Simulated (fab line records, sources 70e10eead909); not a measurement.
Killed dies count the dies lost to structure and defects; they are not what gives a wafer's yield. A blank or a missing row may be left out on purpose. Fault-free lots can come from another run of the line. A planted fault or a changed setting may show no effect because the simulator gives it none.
Comparing a struck lot with a sound one ; flow nandHarc ; 24 out of 1302 route steps
Sound: wafers L197.1, L197.3, L197.4. Struck: wafer L216.5 (L216.1, L216.4, from the same lot, were not struck and are left out); the cause is given at the end.
At each step with rows: each side's tool, then ch and its chambers, then its first start. Under that, the readings that differ: sound wafers ; struck wafers ; difference of the means ; sigmas: that difference in standard deviations of wafers without a fault.
alike: a reading whose means differ by less than 2 such deviations, as well as words and numbers matching on both sides. not compared: withheld readings; readings where some wafer has no value; bounds like >300 that might hide an equal value; numbers whose values overlap and for which the record gives no deviation.
The two part at a step that has a row with sigmas, a row that says differs or no value, or rows on one side only. Numbers that don't overlap but have no deviation are shown without sigmas and don't part them. Lack of a reading on every wafer of one side parts them only where that side has two or more wafers.

NHARC_P_M1_INSPECT_27:
  sound on defectInspect-01, day 6 16:09; struck on defectInspect-01, day 14 03:50
  alike: rawDefectCount
NHARC_P_M1_PRE_CLEAN_32: time 12 s.
  sound on pecvd-03 ch 1,2, day 6 16:13; struck on pecvd-04 ch 0, day 14 03:56
  alike: heaterPowerW
NHARC_P_M1_DEP_33: deposits SiCN, target thk 30 nm.
  sound on pecvd-03 ch 1,2, day 6 16:17; struck on pecvd-04 ch 0, day 14 04:04
reading;sound;struck;difference;sigmas
heaterPowerW (W);534 687 694;456;-182;-2
then, 8 steps without rows for these wafers: NHARC_P_M2_DEP_00 (deposits SiOC, target thk 182.5 nm); NHARC_P_M2_DEHYDRATE_01 (time 120 s); NHARC_P_M2_HMDS_02 (time 30 s); NHARC_P_M2_COAT_34 (time 65 s); NHARC_P_M2_COAT_03 (resist thk 90 nm); NHARC_P_M2_SOFTBAKE_04 (time 55 s); NHARC_P_M2_EBR_05; NHARC_P_M2_EXPOSE_06 (exposes mask P M2, target cd 170 nm).
NHARC_P_M2_PEB_07: peb time 65 s.
  sound on lithoTrack-01 ch 0, day 6 17:26; struck on lithoTrack-06 ch 0, day 14 05:09
reading;sound;struck;difference;sigmas
heaterPowerTotalW (W);156.6 156.9 157.0;160.6;+3.8;+9
  alike: resistLineTempC
then, 1 step without rows for these wafers: NHARC_P_M2_DEVELOP_08 (develop time 35 s).
NHARC_P_M2_CD_MEAS_09: the cd target is 170 nm.
  sound on cdSem-01 ch 0, day 6 17:31; struck on cdSem-01 ch 0, day 14 05:14
  alike: cdNm
NHARC_P_M2_OVL_MEAS_10: pitch 340 nm.
  sound on overlay-02, day 6 17:36; struck on overlay-02, day 14 05:19
  alike: overlayXNm, overlayYNm
NHARC_P_M2_INSPECT_11:
  sound on defectInspect-02, day 6 17:38; struck on defectInspect-02, day 14 05:22
  alike: rawDefectCount
NHARC_P_M2_DESCUM_14: chemistry O2, time 3 s.
  sound on rieDiel-08 ch 0,1,3, day 6 17:42; struck on rieDiel-08 ch 1, day 14 05:26
  alike: drypumpMotorCurrentA, o2FlowSccm, oesProductAu, rfVppV, showerheadPlenumPTorr, throttleValvePct
  not compared: rfHoursCounterH, model.P_M2.cdNm
NHARC_P_M2_ETCH_35: etches the open film in N2/H2, target depth 40 nm, overetch 12 nm, time 43.94 s.
  sound on rieDiel-08 ch 0,1,2, day 6 17:47; struck on rieDiel-08 ch 3, day 14 05:30
  alike: drypumpMotorCurrentA, oesProductAu, rfVppV, showerheadPlenumPTorr, throttleValvePct
  not compared: rfHoursCounterH
NHARC_P_M2_ETCH_15: etches the open film in C4F8/Ar, target depth 182.5 nm, time 91.2 s.
  sound on rieDiel-08 ch 0,2,3; struck on rieDiel-08 ch 0
  alike: oesProductAu, rfVppV
  not compared: rfHoursCounterH
NHARC_P_M2_CD_MEAS_16:
  sound on cdSem-01, day 6 18:00; struck on cdSem-02, day 14 05:43
  alike: cdNm
NHARC_P_M2_STRIP_18: strips in N2/H2.
  sound on rieDiel-01 ch 1,2,3, day 6 18:05; struck on rieDiel-05 ch 1, day 14 05:52
  alike: drypumpMotorCurrentA, oesProductAu, rfVppV, showerheadPlenumPTorr, throttleValvePct
  not compared: rfHoursCounterH
NHARC_P_M2_ETCH_28: etches the open film in CF4/N2, target depth 30 nm, time 72.99 s.
  sound on rieDiel-01 ch 0,1,2; struck on rieDiel-05 ch 3
reading;sound;struck;difference;sigmas
throttleValvePct (%);19.789 19.796 19.823;19.782;-0.021;-2
  alike: drypumpMotorCurrentA, oesProductAu, rfVppV, showerheadPlenumPTorr
  not compared: rfHoursCounterH, model.P_M2.cdNm
then, 1 step without rows for these wafers: NHARC_P_M2_STRIP_19 (strips in post etch residue remover, time 600 s).
-- jump in the record: it breaks off in module P_M2 and resumes in module END (first step shown: number 1302 of the route), and 18 days separate the struck wafers' starts before and after --
NHARC_END_SORT_01:
  sound on prober-02 ch 0, day 24 17:42; struck on prober-02 ch 0, day 31 23:07
reading;sound;struck;difference;sigmas
defectLimitedYield (%);95.6 96.3 96.8;90.4;-5.8;-2
killedAtArray;27 22 18;61;+39;+2
killedDies;30 25 22;65;+39;+2
sort_bin_4_pct (%);3.2 2.4 2.2;6.6;+4.0;+3
sortNPass;647 652 655;612;-39;-2
sortYieldPct (%);95.6 96.3 96.8;90.4;-5.8;-2
  alike: killedAtOther, killedAtPeriphery, killedOpen, killedShort, sort_bin_2_pct, sort_bin_3_pct, sortRimYieldPct

## WHERE THEY PART
Last at NHARC_END_SORT_01 as far as this record goes, first at NHARC_P_M1_DEP_33.

WHY: whatever the simulator had introduced
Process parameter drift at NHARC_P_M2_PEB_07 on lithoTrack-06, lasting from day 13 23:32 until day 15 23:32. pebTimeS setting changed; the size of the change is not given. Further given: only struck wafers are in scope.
